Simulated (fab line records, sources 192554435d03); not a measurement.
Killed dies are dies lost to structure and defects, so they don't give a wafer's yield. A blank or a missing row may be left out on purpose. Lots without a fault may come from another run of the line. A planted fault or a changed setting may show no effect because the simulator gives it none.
fab line records | flow n5_finfet
record lots=4 wafers=12 last_day=18
route steps=1938 shown BEOL_M1@789 BEOL_M4@1111 PASSIVATION@1936
lots that met no fault: from a run of the same line without faults
start_h: hours from the record's first day to the start of the lot's first wafer shown | wait_h: hours since the lot's step before | " the same as in the row above | L1.1+2: a row that stands for several wafers | - no value, or no start given | * or withheld: withheld | < > ~ a bound
route shown NAME@n: a module of which the file shows steps, and the number in the route of the first | usual: mean/standard deviation of fault-free wafers | same: alike in all rows | chamber/n: place in a boat | sites: the reading at each site | _std_site: their standard deviation | _edge_site: outer sites' mean less inner sites' | radius_mm: how far each site lies from the wafer's centre | mask NAME#n: copy n | behind: the tool/chamber that last shaped the wafer | hold: why the lot was held/for how many hours/how that ended | device: the transistor (n, p or np) that didn't switch | end of line: the same wafers' tests at the end of the route | a step without rows: its recipe alone | killed: dies lost to structure and defects at the first sort, not the wafer's yield | map: a wafer's dies, x killed, . not, _ none there
set.NAME: the setting as run; set.NAME@STEP: as run at that earlier step | model.NAME: the simulator's own value behind a step, which no gauge read
lots at some steps of the route; a table a step, a row a wafer
services: from which hour (start_h, from the record's first day; less than 0 if before it) a tool's chamber was out of use, for how many hours, and why
## steps
# step N5_BEOL_M1_DESCUM_33
# recipe chemistry=O2 time_s=7 source_power_w=50 bias_power_w=20 pressure_mtorr=20 rf_frequency_hz=2.712e+07 temp_c=40 resist=CAR-EUV o2_flow_sccm=225
# step N5_BEOL_M1_ETCH_77
# recipe chemistry=N2/H2 target=underlayer target_depth_a=65 mask_material=CAR-EUV time_s=5.2 ion_energy_ev=200 pressure_mtorr=30 source_w=840 bias_w=150 n2_flow_sccm=200 h2_flow_sccm=200 ends=cleared
# step N5_BEOL_M1_ETCH_69
# recipe chemistry=CF4 target=SiARC target_depth_a=156 mask_material=CAR-EUV time_s=26 ion_energy_ev=80 pressure_mtorr=40 source_w=545 bias_w=36 Ar_flow_sccm=100 cf4_flow_sccm=100 ends=cleared
# step N5_BEOL_M1_ALD_98
# recipe material=SiO2 target_thk_a=25 temp_c=100 ald_precursor_family=BDEAS ald_co_reactant=O2-plasma pulse_time_s=1 co_reactant_pulse_time_s=1 purge_time_s=2 co_reactant_purge_time_s=2 ald_cycles=17 pressure_torr=2
# step N5_BEOL_M1_ETCHBACK_99
# recipe chemistry=CHF3 target=SiO2 target_depth_a=50 time_s=10.4 source_w=215 bias_w=47 Ar_flow_sccm=200 CHF3_flow_sccm=12 ion_energy_ev=100 pressure_mtorr=30
# step N5_BEOL_M1_ETCH_70
# recipe chemistry=N2/H2 target=SOC target_depth_a=800 overetch_a=160 mask_material=SiARC temp_c=40 time_s=120 ion_energy_ev=200 pressure_mtorr=30 source_w=840 bias_w=150 n2_flow_sccm=200 h2_flow_sccm=200
# step N5_BEOL_M1_STRIP_71
# recipe chemistry=N2/H2 temp_c=40 n2_flow_sccm=200 h2_flow_sccm=200 rf_frequency_hz=6e+07
# step N5_BEOL_M1_STRIP_78
# recipe chemistry=N2/H2 temp_c=40 n2_flow_sccm=200 h2_flow_sccm=200 rf_frequency_hz=6e+07
# step N5_BEOL_M1_VIA_ETCH_34
# recipe chemistry=C4F6/O2 target_depth_a=678 mask_material=SOC pressure_mtorr=15 ion_energy_ev=250 taper_deg=4 time_s=64.4 source_w=350 bias_w=170 Ar_flow_sccm=300 C4F6_flow_sccm=10 O2_flow_sccm=10
# step N5_BEOL_M1_STRIP_83
# recipe chemistry=C4F6/O2 resist=SiARC rf_frequency_hz=6e+07
# step N5_BEOL_M1_STRIP_36
# recipe chemistry=N2/H2 power_w=450 temp_c=40 pressure_mtorr=20 rf_frequency_hz=6e+07 overash_fraction=0.3 bias_power_w=7 h2_frac=0.5 n2_flow_sccm=200 h2_flow_sccm=200
# step N5_BEOL_M1_TRENCH_ETCH_37
# recipe chemistry=C4F6/O2 target_depth_a=552.07 target=SiOC time_s=29 ion_energy_ev=250 pressure_mtorr=30 source_w=355 bias_w=185 Ar_flow_sccm=300 C4F6_flow_sccm=10 O2_flow_sccm=10
# usual chamber_pressure_mTorr=30.002/0.024 drypump_motor_current_A=5.8/0.55 mfc_ar_sccm=300.0/0.95 oes_product_au=0.77/0.094 rf_vpp_V=672/8.3 showerhead_plenum_p_Torr=2.89/0.074 throttle_valve_pct=20.90/0.25
# columns lot.wafer tool chamber start_h wait_h chamber_pressure_mTorr drypump_motor_current_A mfc_ar_sccm oes_product_au rf_hours_counter_h rf_vpp_V showerhead_plenum_p_Torr throttle_valve_pct model.BEOL_M1.feature_depth_nm model.etch.depth_nm model.TiN_of_BEOL_M1_HM_DEP_02.thk_nm
L452.1 rie_diel-02 2 193.95 - 30.035 5.9 298.5 0.69 243 656 2.73 20.96 53.4 53.33 17.8
L452.2 " 0 " " 29.993 5.2 299.9 0.69 232 672 2.92 20.85 53.6 53.6 17.4
L452.4 " 1 " " 29.962 6.3 300.7 0.81 - 673 2.88 20.47 55 54.97 17.8
L459.1 rie_diel-02 3 220.60 - 30.048 6.2 299.1 0.68 238 669 2.92 20.82 54.8 54.79 18
L459.4 " 1 " " 30.003 6.3 300.4 0.81 - 675 2.88 20.48 55.6 55.69 18
L459.6 " 0 " " 29.975 5.2 300.2 0.63 - 673 2.92 20.85 45.8 45.81 18.6
L460.1 rie_diel-02 1 223.17 - 30.006 6.3 299.4 0.79 78 674 2.88 20.48 54.2 54.17 18
L460.2 " 3 " " 30.010 6.3 300.0 0.61 238 669 2.92 20.82 45.4 45.45 18.6
L460.5 " 1 " " 29.979 6.3 299.7 0.72 - 675 2.88 20.46 46 46 18.4
L466.2 rie_diel-03 3 269.90 - 29.970 4.8 300.7 0.71 202 684 2.99 21.22 55.6 55.6 17.6
L466.5 " 3 " " 29.995 4.8 300.6 0.72 - 682 2.99 21.21 55 54.99 18
L466.6 " 2 " " 30.009 6.0 300.1 0.92 - 667 2.94 21.06 55.8 55.78 17.8
# step N5_BEOL_M1_ETCH_41
# recipe chemistry=CH3F/O2 target=SiCN target_depth_a=319 taper_deg=2 time_s=57.8 ion_energy_ev=120 mask_material=TiN pressure_mtorr=30 source_w=395 bias_w=75 Ar_flow_sccm=150 CH3F_flow_sccm=30 O2_flow_sccm=20
# step N5_BEOL_M1_STRIP_97
# recipe chemistry=N2/H2 time_s=10 power_w=450 temp_c=40 pressure_mtorr=20 rf_frequency_hz=6e+07 bias_power_w=7 n2_flow_sccm=200 h2_flow_sccm=200
# step N5_BEOL_M1_OCD_MEAS_38
# usual trench_depth_nm=55.0/1.4
# columns lot.wafer tool chamber start_h wait_h trench_depth_nm
L452.1 ocd-01 - 194.11 - 53.1
L452.2 " - " " 53.4
L452.4 " - " " 55.0
L459.1 ocd-01 - 220.76 - 55.4
L459.4 " - " " 55.4
L459.6 " - " " 45.6
L460.1 ocd-02 - 223.33 - 54.4
L460.2 " - " " 45.4
L460.5 " - " " 45.8
L466.2 ocd-02 - 270.05 - 55.5
L466.5 " - " " 55.0
L466.6 " - " " 55.8
# step N5_BEOL_M1_HM_STRIP_39
# recipe chemistry=peroxide_tin_strip material=TiN target_depth_a=250 temp_c=50 time_s=158
# step N5_BEOL_M4_RC_MEAS_101
# usual DIBL_N=36.4/2.7 DIBL_P=36/3.2 IOFF_N=0.16/0.046 IOFF_P=0.21/0.055 ION_N=677/15 ION_P=464/11 SS_N=71.5/0.79 SS_P=73.3/0.93 VT_N=250/4.1 VT_P=-251/4.4
# columns lot.wafer tool chamber start_h wait_h DIBL_N[mV/V] DIBL_P[mV/V] IOFF_N[nA/um] IOFF_P[nA/um] ION_N[uA/um] ION_P[uA/um] SS_N[mV/dec] SS_P[mV/dec] VT_N[mV] VT_P[mV]
L452.1 prober-01 0 235.59 0.0 39.1 39 0.19 0.27 699 478 72.6 74.8 247 -248
L452.2 " 0 " " 35.3 34 0.11 0.17 666 463 71.1 72.3 256 -254
L452.4 " 0 " " 35.4 33 0.11 0.17 651 456 71.3 72.2 258 -253
L459.1 prober-01 0 265.87 0.0 34.4 34 0.11 0.14 659 444 70.8 72.3 257 -257
L459.4 " 0 " " 35.8 38 0.15 0.19 679 463 70.7 73.9 251 -251
L459.6 " 0 " " 36.1 37 0.13 0.17 679 452 71.5 72.9 256 -255
L460.1 prober-01 0 284.70 0.0 38.5 38 0.15 0.21 684 470 71.5 73.2 251 -250
L460.2 " 0 " " 36.0 35 0.12 0.17 666 460 70.9 72.4 255 -255
L460.5 " 0 " " 38.9 39 0.16 0.23 677 464 71.8 73.6 253 -251
L466.2 prober-01 0 319.60 0.2 35.0 35 0.14 0.15 662 449 71.4 72.9 252 -256
L466.5 " 0 " " 36.2 36 0.15 0.15 667 447 72.0 73.0 251 -257
L466.6 " 0 " " 29.7 30 0.07 0.10 631 438 70.5 71.5 260 -263
# step N5_PASSIVATION_PROBE_49
# usual defect_limited_yield=91.1/1.4 killed_at_M0_to_M3=34/9.7 killed_at_M4_up=13/5.1 killed_at_contacts=14/6.3 killed_at_front_end=40/11 killed_at_other=3.5/2.7 killed_dies=105/16 killed_open=70/12 killed_short=34/7.8 sort_bin_5_function=5.2/0.88 sort_bin_6_memory=3.3/0.7 sort_bin_8_speed=0.1/0.62 sort_n_pass=1074/17 sort_yield_pct=91.0/1.5
# same gross_dies=1180 killed_at_back_side=0 sort_bin_4_leakage[%]=0
# columns lot.wafer tool chamber start_h wait_h defect_limited_yield[%] killed_at_M0_to_M3 killed_at_M4_up killed_at_contacts killed_at_front_end killed_at_other killed_dies killed_open killed_short sort_bin_5_function[%] sort_bin_6_memory[%] sort_bin_8_speed[%] sort_n_pass sort_yield_pct[%]
L460.1 prober-01 - 386.86 0.0 91.0 38 8 18 37 5 106 70 36 5.7 3.1 0 1074 91.0
L460.2 prober-01 - 386.91 0.1 91.7 30 9 15 39 5 98 65 32 4.9 3.3 0 1082 91.7
L460.5 prober-01 - 387.06 0.2 90.3 36 5 20 53 1 115 80 30 5.7 3.3 0 1065 90.3
# killed by level:class
L460.1 MOL_CONTACT_COAG:geometric_particle:open=13 BEOL_M2:geometric_particle:open=13 BEOL_M3:geometric_particle:open=10 FIN_SAQP:geometric_particle:short=6 BEOL_M1:geometric_particle:open=6 MOL_CONTACT_COAG:geometric_particle:short=5 FIN_SAQP:geometric_particle:open=4 STI_FIN_REVEAL:geometric_particle:open=4
L460.2 MOL_CONTACT_COAG:geometric_particle:open=13 BEOL_M2:geometric_particle:open=11 FIN_SAQP:geometric_particle:short=10 GATE_CUT:geometric_particle:short=6 FIN_SAQP:geometric_particle:open=5 BEOL_M3:geometric_particle:open=5 BEOL_M0_SAQP:geometric_particle:open=4 FIN_CUT:geometric_particle:open=3
L460.5 STI_FIN_REVEAL:geometric_particle:open=18 BEOL_M3:geometric_particle:open=16 MOL_CONTACT_COAG:geometric_particle:open=14 GATE_CUT:geometric_particle:short=6 ILD0:geometric_particle:open=6 MOL_CONTACT_COAG:geometric_particle:short=6 BEOL_M0_SAQP:geometric_particle:open=6 BEOL_M0_SAQP:geometric_particle:short=6
## services
# columns tool chamber start_h hours kind
rie_diel-02 2 214.60 - clean
rie_diel-02 2 214.60 - consumable_replace:focus_ring
rie_diel-02 2 214.60 - consumable_replace:showerhead
rie_diel-02 2 214.60 22.7 scheduled_down
rie_diel-02 2 214.60 22.7 vent_cycle
rie_diel-02 0 254.63 - clean
rie_diel-02 0 254.63 - consumable_replace:focus_ring
rie_diel-02 0 254.63 32.4 scheduled_down
rie_diel-02 0 254.63 32.4 vent_cycle
## key
first_sign step=N5_BEOL_M1_OCD_MEAS_38 reading=trench_depth_nm direction=down sigmas=6.9 usual=55.0 struck=45.6
effect none on later readings
model_effect step=N5_BEOL_M1_TRENCH_ETCH_37 value=BEOL_M1.feature_depth_nm without=54.27 struck=45.73
met_at N5_BEOL_M1_TRENCH_ETCH_37
struck_wafers L459.6,L460.2,L460.5
onset_between 193.95 220.60
fault kind=process_parameter_drift tool=rie_diel-02 chamber=- onset_h=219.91 steps=N5_BEOL_M1_TRENCH_ETCH_37 channel=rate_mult offset=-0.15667 shape=step end_h=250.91 scope=struck_wafers_only
